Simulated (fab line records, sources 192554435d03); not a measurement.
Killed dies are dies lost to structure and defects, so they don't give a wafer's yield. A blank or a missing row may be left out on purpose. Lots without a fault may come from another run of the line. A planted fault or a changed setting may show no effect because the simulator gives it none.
Chamber matching | flow n5_finfet | N5_BEOL_M1_ETCH_77 on rie_diel-05: 4 sister chambers
The step etches underlayer in N2/H2, target depth 6.5 nm, time 5.2 s. 20 wafers are shown with their chamber, then 10 later ones without.

WAFERS WITH THEIR CHAMBER
wafer  | chamber | throttle_valve_pct (%) | showerhead_plenum_p_Torr (Torr) | oes_product_au (a.u.)
L074.2 | 2       | 18.05                  | 2.55                            | 0.65
L074.3 | 3       | 17.86                  | 2.56                            | 0.71
L074.5 | 1       | 17.47                  | 2.42                            | 0.64
L077.1 | 1       | 17.49                  | 2.42                            | 0.65
L077.2 | 2       | 18.08                  | 2.55                            | 0.65
L077.3 | 0       | 17.44                  | 2.51                            | 0.81
L078.1 | 2       | 18.06                  | 2.55                            | 0.65
L078.2 | 3       | 17.86                  | 2.56                            | 0.71
L078.5 | 0       | 17.43                  | 2.51                            | 0.81
L083.1 | 0       | 17.47                  | 2.50                            | 0.79
L083.4 | 1       | 17.49                  | 2.42                            | 0.63
L083.5 | 3       | 17.85                  | 2.55                            | 0.69
L084.2 | 0       | 17.50                  | 2.50                            | 0.78
L084.3 | 2       | 18.05                  | 2.54                            | 0.64
L084.6 | 1       | 17.52                  | 2.42                            | 0.64
L085.3 | 0       | 17.44                  | 2.50                            | 0.79
L085.5 | 1       | 17.52                  | 2.41                            | 0.63
L085.6 | 0       | 17.48                  | 2.50                            | 0.78
L087.1 | 1       | 17.49                  | 2.41                            | 0.63
L087.2 | 2       | 18.08                  | 2.54                            | 0.63

SIGNATURES (means of the wafers above)
reading                  | chamber 0 | chamber 1 | chamber 2 | chamber 3 | scatter within a chamber
throttle_valve_pct       | 17.4600   | 17.4967   | 18.0640   | 17.8567   | 0.0205
showerhead_plenum_p_Torr | 2.5033    | 2.4167    | 2.5460    | 2.5567    | 0.00532
oes_product_au           | 0.7933    | 0.6367    | 0.6440    | 0.7033    | 0.0108
Rule: a wafer's distance from a chamber is the root of the sum, over the readings, of the square of ((its reading less the chamber's mean) divided by the reading's scatter). The wafer belongs to the nearest chamber; if the next one is less than 2 further off, it can't be placed. The scatter: the root of (the sum of the squares of (reading less its chamber's mean) over the shown wafers, divided by (wafers less chambers)).

WAFERS WITHOUT THEIR CHAMBER
wafer  | throttle_valve_pct (%) | showerhead_plenum_p_Torr (Torr) | oes_product_au (a.u.)
L087.5 | 17.92                  | 2.55                            | 0.69
L089.1 | 17.52                  | 2.41                            | 0.63
L089.2 | 17.90                  | 2.55                            | 0.70
L089.6 | 17.52                  | 2.41                            | 0.63
L090.1 | 17.52                  | 2.41                            | 0.63
L090.4 | 17.47                  | 2.50                            | 0.78
L090.5 | 17.86                  | 2.55                            | 0.68
L096.3 | 17.51                  | 2.49                            | 0.76
L096.4 | 17.50                  | 2.49                            | 0.77
L096.5 | 18.12                  | 2.53                            | 0.63

WHICH CHAMBER EACH WENT THROUGH
wafer  | from the rows above | in truth
L087.5 | 3                   | 3
L089.1 | 1                   | 1
L089.2 | 3                   | 3
L089.6 | 1                   | 1
L090.1 | 1                   | 1
L090.4 | 0                   | 0
L090.5 | 3                   | 3
L096.3 | 0                   | 0
L096.4 | 0                   | 0
L096.5 | 2                   | 2
Placed correctly: 10 of 10. Can't be placed from these rows: 0. Placed wrongly: 0.
